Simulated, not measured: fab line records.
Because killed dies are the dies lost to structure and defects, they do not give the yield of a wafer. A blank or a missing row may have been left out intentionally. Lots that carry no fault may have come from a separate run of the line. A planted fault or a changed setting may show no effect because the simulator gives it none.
What tool caused it?	flow nand-harc	72 wafers from 24 lots sampled at 5 of the route's 1302 steps

== WHAT THE GAUGES SHOWED, per wafer ==
NHARC_A_CONTACT_CD_MEAS_08 targets a cd of 200 nm. Usual: cd-nm reads 199.9 nm (standard deviation 0.56).
lot	measured	on	cd-nm (nm)	flag
L076	day 22 15:02	cd-sem-01	199.5 199.8 199.8	
L074	day 22 16:05	cd-sem-01	198.9 200.1 198.9	
L075	day 23 03:42	cd-sem-03	200.6 200.0 199.6	
L077	day 23 05:49	cd-sem-03	199.6 200.1 199.8	
L078	day 23 14:48	cd-sem-03	199.6 199.9 200.4	
L079	day 24 13:31	cd-sem-03	200.1 200.0 199.6	
L080	day 24 20:50	cd-sem-02	201.0 201.5 200.7	
L081	day 25 14:13	cd-sem-02	199.2 199.9 199.9	
L082	day 26 03:19	cd-sem-02	198.8 199.6 198.7	
L083	day 26 04:59	cd-sem-02	200.1 200.1 199.8	
L084	day 27 00:35	cd-sem-01	200.1 200.1 200.0	
L086	day 27 00:47	cd-sem-03	199.6 199.9 200.1	
L087	day 27 05:33	cd-sem-01	200.3 199.2 199.4	
L085	day 27 06:59	cd-sem-02	200.9 200.6 201.0	
L088	day 28 04:14	cd-sem-01	199.8 199.8 199.2	
L089	day 28 08:38	cd-sem-01	199.8 199.7 199.2	
L090	day 28 15:03	cd-sem-01	200.3 199.6 199.3	
L091	day 29 14:02	cd-sem-01	199.7 199.2 200.4	
L092	day 29 19:20	cd-sem-02	200.9 200.6 200.9	
L093	day 30 02:48	cd-sem-03	200.5 200.6 200.9	
L094	day 30 09:55	cd-sem-01	200.2 199.8 200.2	
L096	day 30 22:01	cd-sem-02	200.4 201.2 200.1	
L095	day 31 01:16	cd-sem-01	199.5 199.6 198.9	
L097	day 31 15:39	cd-sem-02	199.8 199.7 199.5	

NHARC_A_CONTACT_CD_MEAS_15. Usual: cd-nm reads 190.0 nm (standard deviation 0.56).
lot	measured	on	cd-nm (nm)	flag
L076	day 22 18:28	cd-sem-02	190.3 191.2 190.2	
L074	day 22 19:27	cd-sem-01	189.9 190.4 190.7	
L075	day 23 07:17	cd-sem-03	189.6 189.8 189.5	
L077	day 23 09:18	cd-sem-01	189.9 190.7 190.5	
L078	day 23 18:25	cd-sem-03	189.9 189.9 190.3	
L079	day 24 18:34	cd-sem-03	190.5 190.2 191.0	
L080	day 25 00:24	cd-sem-03	190.1 190.3 189.6	
L081	day 25 18:02	cd-sem-01	189.2 188.9 188.8	
L082	day 26 07:13	cd-sem-02	189.7 189.1 189.3	
L083	day 26 08:21	cd-sem-01	190.2 190.2 190.6	
L084	day 27 05:07	cd-sem-02	190.9 190.5 190.0	
L086	day 27 04:16	cd-sem-03	189.9 190.0 190.0	
L087	day 27 08:56	cd-sem-02	190.9 190.3 189.9	
L085	day 27 10:22	cd-sem-02	190.1 190.2 190.5	
L088	day 28 07:37	cd-sem-01	189.8 190.8 189.6	
L089	day 28 12:00	cd-sem-01	189.1 189.6 189.2	
L090	day 28 18:26	cd-sem-02	189.9 189.6 190.0	
L091	day 29 17:25	cd-sem-02	190.3 189.8 189.8	
L092	day 29 22:43	cd-sem-02	190.0 189.9 190.4	
L093	day 30 06:19	cd-sem-01	189.4 189.5 190.5	
L094	day 30 13:19	cd-sem-01	190.7 190.8 190.7	
L096	day 31 01:31	cd-sem-03	189.7 190.2 190.0	
L095	day 31 04:52	cd-sem-03	190.0 189.3 189.6	
L097	day 31 22:38	cd-sem-01	189.8 189.4 189.4	

NHARC_A_BLC_OVL_MEAS_11. Usual: overlay-x-nm -0.3 nm, standard deviation 0.88; overlay-y-nm 0.0 nm, standard deviation 0.78.
lot	measured	on	overlay-x-nm (nm)	overlay-y-nm (nm)	flag
L076	day 22 21:25	overlay-02	1.1 0.9 1.4	1.0 0.7 0.9	
L074	day 22 22:20	overlay-01	-1.1 -1.3 -1.1	0.7 1.3 1.2	
L075	day 23 10:54	overlay-02	2.3 1.4 1.8	-0.2 0.0 0.0	
L077	day 23 12:40	overlay-01	0.6 0.6 0.5	-0.7 -0.3 -0.3	
L078	day 23 21:31	overlay-02	-0.5 -1.2 -0.9	2.1 1.4 1.4	
L079	day 24 21:36	overlay-01	0.1 0.4 0.4	-1.1 -0.5 -0.9	
L080	day 25 03:31	overlay-01	-0.1 0.1 -0.2	0.0 0.2 -0.2	
L081	day 25 21:06	overlay-02	-2.3 -1.6 -2.1	-0.5 -0.3 -0.3	
L082	day 26 10:15	overlay-02	-0.2 -0.4 -0.1	-0.9 -0.2 -0.2	
L083	day 26 14:50	overlay-02	0.5 -0.3 -0.4	-1.6 -1.1 -1.0	
L084	day 27 08:16	overlay-02	0.1 0.5 0.3	1.1 1.2 1.0	
L086	day 27 07:22	overlay-02	-0.7 -0.7 -0.7	0.7 0.3 -0.3	
L087	day 27 11:54	overlay-01	0.4 0.4 0.2	-0.4 -0.3 0.3	
L085	day 27 13:19	overlay-02	-0.2 0.2 -0.4	0.3 0.5 0.3	
L088	day 28 10:35	overlay-02	-0.2 0.3 -0.1	1.1 0.8 1.1	
L089	day 28 15:10	overlay-02	-1.2 -1.2 -1.4	-0.5 -0.4 -0.4	
L090	day 28 23:23	overlay-01	-0.5 0.3 0.0	-0.9 -1.0 -0.8	
L091	day 29 21:14	overlay-01	-0.5 0.1 -0.7	0.0 -0.5 -0.4	
L092	day 30 01:38	overlay-02	-0.8 -1.1 -1.7	-0.3 -0.5 -0.8	
L093	day 30 09:16	overlay-01	-0.6 -1.1 -1.0	0.4 0.6 -0.2	
L094	day 30 16:22	overlay-02	0.3 -0.3 -0.5	-1.2 -1.3 -0.3	
L096	day 31 04:47	overlay-02	-1.2 -1.1 -1.3	0.5 0.8 0.7	
L095	day 31 07:47	overlay-02	0.0 -0.2 0.3	0.1 -0.3 0.1	
L097	day 32 02:17	overlay-02	-0.7 -0.5 -0.1	0.1 -0.8 -0.5	

NHARC_A_M0_OVL_MEAS_10: pitch 160 nm. Usual: overlay-x-nm -0.2 nm, standard deviation 0.89; overlay-y-nm 0.0 nm, standard deviation 0.75.
lot	measured	on	overlay-x-nm (nm)	overlay-y-nm (nm)	flag
L076	day 23 01:28	overlay-02	1.0 0.9 0.8	-1.1 -1.2 -1.5	
L074	day 23 02:40	overlay-01	0.2 -0.2 -0.5	-0.7 -1.2 -1.5	
L075	day 23 15:24	overlay-02	-1.7 -1.2 -1.6	0.0 0.9 0.9	
L077	day 23 16:46	overlay-02	0.1 -0.5 0.6	0.8 0.5 0.5	
L078	day 24 01:34	overlay-02	-0.2 -0.8 -0.8	-0.1 -0.3 0.0	
L079	day 25 01:40	overlay-02	0.8 0.8 0.2	-0.2 -0.5 -0.6	
L080	day 25 07:25	overlay-02	-0.4 0.3 0.0	0.7 0.8 0.4	
L081	day 26 01:19	overlay-01	-0.9 -1.0 -0.4	0.8 0.7 1.0	
L082	day 26 14:34	overlay-02	0.2 0.7 0.0	-0.7 0.0 -0.3	
L083	day 26 18:49	overlay-01	-0.4 0.3 -0.5	1.1 1.7 1.6	
L084	day 27 12:49	overlay-01	-0.5 -1.1 -0.7	-0.4 0.2 0.0	
L086	day 27 11:29	overlay-01	1.9 1.6 1.9	-0.5 0.6 0.0	
L087	day 27 15:55	overlay-02	-2.2 -1.7 -1.8	-0.1 -0.1 0.4	
L085	day 27 17:25	overlay-02	-0.6 -0.8 -0.6	1.3 1.1 1.1	
L088	day 28 14:37	overlay-02	-0.6 -0.7 -0.5	-1.7 -0.8 -1.1	
L089	day 28 19:23	overlay-02	0.5 1.0 0.4	0.4 0.5 0.4	
L090	day 29 03:50	overlay-02	0.3 -0.5 0.2	0.1 0.7 -0.1	
L091	day 30 01:18	overlay-02	-0.2 -0.4 -0.8	-0.3 -0.6 0.4	
L092	day 30 05:53	overlay-01	-1.3 -1.1 -1.0	-0.2 -0.7 0.1	
L093	day 30 13:16	overlay-01	0.2 -0.2 -0.4	0.3 0.5 0.6	
L094	day 30 21:05	overlay-01	-0.7 -0.6 -0.9	-0.8 -1.0 -0.6	
L096	day 31 09:33	overlay-01	1.2 1.2 0.9	-0.2 0.2 -0.4	
L095	day 31 11:54	overlay-02	0.0 0.4 1.1	-0.3 0.1 -0.4	
L097	day 32 06:32	overlay-02	-0.9 -1.6 -1.4	-0.2 0.1 -0.3	

== EACH LOT AND THE TOOL THAT RAN IT (in order: tool; ch and the chambers of the sampled wafers; start) ==
lot	NHARC_A_BLC_CVD_24
L076	cvd-w-02 ch 0,1, day 23 01:28 or earlier
L074	cvd-w-01 ch 0,1, day 23 02:40 or earlier
L075	cvd-w-02 ch 0,1, day 23 15:24 or earlier
L077	cvd-w-01 ch 0,1, day 23 16:46 or earlier
L078	cvd-w-02 ch 0,1, day 24 01:34 or earlier
L079	cvd-w-02 ch 0,1, day 25 01:40 or earlier
L080	cvd-w-01 ch 0,1, day 25 07:25 or earlier
L081	cvd-w-01 ch 0,1, day 26 01:19 or earlier
L082	cvd-w-02 ch 0,1, day 26 12:29
L083	cvd-w-02 ch 0,1, day 26 18:49 or earlier
L084	cvd-w-01 ch 0,1, day 27 12:49 or earlier
L086	cvd-w-01 ch 0,1, day 27 11:29 or earlier
L087	cvd-w-01 ch 0,1, day 27 15:55 or earlier
L085	cvd-w-01 ch 0,1, day 27 17:25 or earlier
L088	cvd-w-02 ch 0,1, day 28 14:37 or earlier
L089	cvd-w-02 ch 0,1, day 28 19:23 or earlier
L090	cvd-w-01 ch 1, day 29 03:50 or earlier
L091	cvd-w-02 ch 0,1, day 30 01:18 or earlier
L092	cvd-w-01 ch 0,1, day 30 05:53 or earlier
L093	cvd-w-01 ch 0,1, day 30 13:16 or earlier
L094	cvd-w-02 ch 0,1, day 30 18:36
L096	cvd-w-02 ch 0,1, day 31 09:33 or earlier
L095	cvd-w-02 ch 0,1, day 31 11:54 or earlier
L097	cvd-w-02 ch 0,1, day 32 06:32 or earlier
- NHARC_A_BLC_CVD_24: deposits W, target thk 150 nm, time 434 s.

== WHAT THE TOOLS THEMSELVES READ (means of the sampled wafers that have a number; where no wafer has one, the mark that the record gives instead) ==
NHARC_A_BLC_CVD_24. Usual: heater-power-w 499 W, standard deviation 67; throttle-valve-pct 7.91 %, standard deviation 0.24.
lot	tool	heater-power-w (W)	throttle-valve-pct (%)	flag
L076	cvd-w-02	472	8.02	
L074	cvd-w-01	539	7.83	
L075	cvd-w-02	447	7.92	
L077	cvd-w-01	537	7.69	
L078	cvd-w-02	454	8.07	
L079	cvd-w-02	467	8.01	
L080	cvd-w-01	528	7.82	
L081	cvd-w-01	584	7.82	
L082	cvd-w-02	477	7.95	
L083	cvd-w-02	468	8.03	
L084	cvd-w-01	524	7.76	
L086	cvd-w-01	573	7.87	
L087	cvd-w-01	573	7.75	
L085	cvd-w-01	565	7.86	
L088	cvd-w-02	450	7.96	
L089	cvd-w-02	471	7.74	
L090	cvd-w-01	485	8.04	
L091	cvd-w-02	469	7.76	
L092	cvd-w-01	534	7.92	
L093	cvd-w-01	573	8.02	
L094	cvd-w-02	448	7.92	
L096	cvd-w-02	444	8.04	
L095	cvd-w-02	459	7.85	
L097	cvd-w-02	445	8.05	

== THE ANSWER, worked out from the rows above alone ==
Rule: a lot is off if the mean of its wafers that have a number lies more than 3 standard deviations from the usual mean. A lot without any number at a reading at which 4 lots or more have one is off too. Any other lot the step has rows for is counted as sound. First the gauges in route order, then the tools' own readings, where a lot's mean is used as printed above. At the first step where some lot is off, the reading lying furthest off is the one used; lots without a number count as furthest.
No lot is off on any of the readings shown, so nothing can be concluded from this.

== WHAT WAS PUT IN BY THE SIMULATOR ==
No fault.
